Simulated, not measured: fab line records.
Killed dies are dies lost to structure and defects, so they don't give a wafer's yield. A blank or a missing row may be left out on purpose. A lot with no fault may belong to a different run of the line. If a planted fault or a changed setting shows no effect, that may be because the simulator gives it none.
A lot that was struck, set against a sound lot + flow n5Finfet + 17 steps out of a route of 1938
Sound: the wafers L783.1, L783.3, L783.5. The struck wafers were L794.2, L794.5. The cause is named last.
Each step with rows lists, per side, the tool, then ch with its chambers, then its first start. Under that, the readings that differ: sound wafers + struck wafers + difference of the means + sigmas: that difference in standard deviations of wafers without a fault.
alike: words and numbers the same on both sides, and readings whose means are apart by under 2 such deviations; not compared: readings that were withheld, readings missing a value for some wafer, numbers with overlapping values and no deviation given by the record, and bounds like >300 which may hide the same value.
A row with sigmas, a row that says differs or no value, or rows on one side alone: a step with any of these is where the two part. Numbers that don't overlap but have no deviation are shown without sigmas and don't part them. A reading that every wafer of one side lacks parts them only if that side has two wafers or more.

first, 4 steps without rows for these wafers: N5_BEOL_M6_HM_STRIP_39 (strips TiN in peroxide tin strip, target depth 25 nm, time 158 s); N5_BEOL_M6_SRD_40 (time 30 s); N5_BEOL_M6_PRECLEAN_42 (cleans in residue remover, time 60 s); N5_BEOL_M6_SRD_43 (time 30 s).
N5_BEOL_M6_CD_MEAS_35: target cd 40 nm, target cd y 28 nm.
  sound: cdSem-02 at day 12 10:46; struck: cdSem-02 at day 15 06:34
  alike: cdNm
N5_BEOL_M6_CURE_75: cures SiCOH lowk, time 120 s.
  sound on uvCure-03 ch 0, day 12 10:49; struck on uvCure-02 ch 2, day 15 06:47
  alike: lampPowerPct, wafer_temp_C_max
then, 1 step without rows for these wafers: N5_BEOL_M6_DEGAS_44 (time 60 s).
N5_BEOL_M6_PRE_CLEAN_45: time 30 s.
  sound: pvdSputter-01 at day 12 11:55; struck: pvdSputter-01 at day 15 07:18
  alike: heaterPowerW
then, 1 step without rows for these wafers: N5_BEOL_M6_ALD_77 (deposits TaN, target thk 2 nm, pulse time 2 s, purge time 3 s).
N5_BEOL_M6_SURFACE_TREAT_79:
  sound: pvdSputter-01 at day 12 12:16; struck: pvdSputter-01 at day 15 08:04
  not compared: throttleValvePct
then, 1 step without rows for these wafers: N5_BEOL_M6_CVD_78 (deposits Co from CCTBA/H2, target thk 2 nm, time 142.3 s).
N5_BEOL_M6_SPUTTER_48: material Cu, target thk 10 nm, time 1.667 s.
  sound: pvdSputter-01 at day 12 12:28; struck: pvdSputter-02 at day 15 08:43
  alike: chuckGasFlowSccm, throttleValvePct
N5_BEOL_M6_ECD_50: material Cu, target thk 300 nm.
  sound on ecdCu-01 ch 1, day 12 12:35; struck on ecdCu-01 ch 0, day 15 08:50
| reading                               | sound           | struck      | difference | sigmas |
|---------------------------------------|-----------------|-------------|------------|--------|
| model.Cu_of_BEOL_M6_ECD_50.thkNm (nm) | 306.2 301.2 303 | 406.8 408.2 | +104.0     |        |
N5_BEOL_M6_ANNEAL_51: time 90 s.
  sound on rtpAnneal-02 ch 0, day 12 12:41; struck on rtpAnneal-02 ch 0, day 15 09:25
  alike: wafer_temp_C_max
N5_BEOL_M6_CMP_52: polishes, stops on SiCOH lowk, t overpolish 6.9 s, target thk 80 nm.
  sound on cmp-02 ch 0,2,3, day 12 12:59; struck on cmp-04 ch 0, day 15 09:43
| reading              | sound             | struck      | difference | sigmas |
|----------------------|-------------------|-------------|------------|--------|
| edgeZonePressureFrac | 0.999 1.006 0.990 | 1.003 1.016 | +0.011     | +2     |
| timeToEndpointS (s)  | 61 64 60          | 90 88       | +27        | +8     |
  alike: motorCurrentA, retainingRingPressureFrac
N5_BEOL_M6_THK_MEAS_53: measures by xrf.
  sound: filmMetro-01 at day 12 13:16; struck: filmMetro-01 at day 15 09:58
  alike: M6_THK
-- record jumps: 4 days separate the struck wafers' starts on either side; left off in module BEOL_M6, taken up again in module PASSIVATION, whose first shown step is the route's number 1936 --
N5_PASSIVATION_PROBE_49:
  sound: prober-02 at day 15 21:19; struck: prober-02 at day 19 06:32
  alike: defectLimitedYield, killed_at_M0_to_M3, killed_at_M4_up, killedAtContacts, killedAtFrontEnd, killedAtOther, killedDies, killedOpen, killedShort, sort_bin_5_function, sort_bin_6_memory, sort_bin_8_speed, sortNPass, sortYieldPct

## WHERE THEY PART
Within this record, at N5_BEOL_M6_CMP_52 only. Later steps at which nothing parts them and some readings are alike: N5_BEOL_M6_THK_MEAS_53, N5_PASSIVATION_PROBE_49.

WHY: the cause the simulator had injected
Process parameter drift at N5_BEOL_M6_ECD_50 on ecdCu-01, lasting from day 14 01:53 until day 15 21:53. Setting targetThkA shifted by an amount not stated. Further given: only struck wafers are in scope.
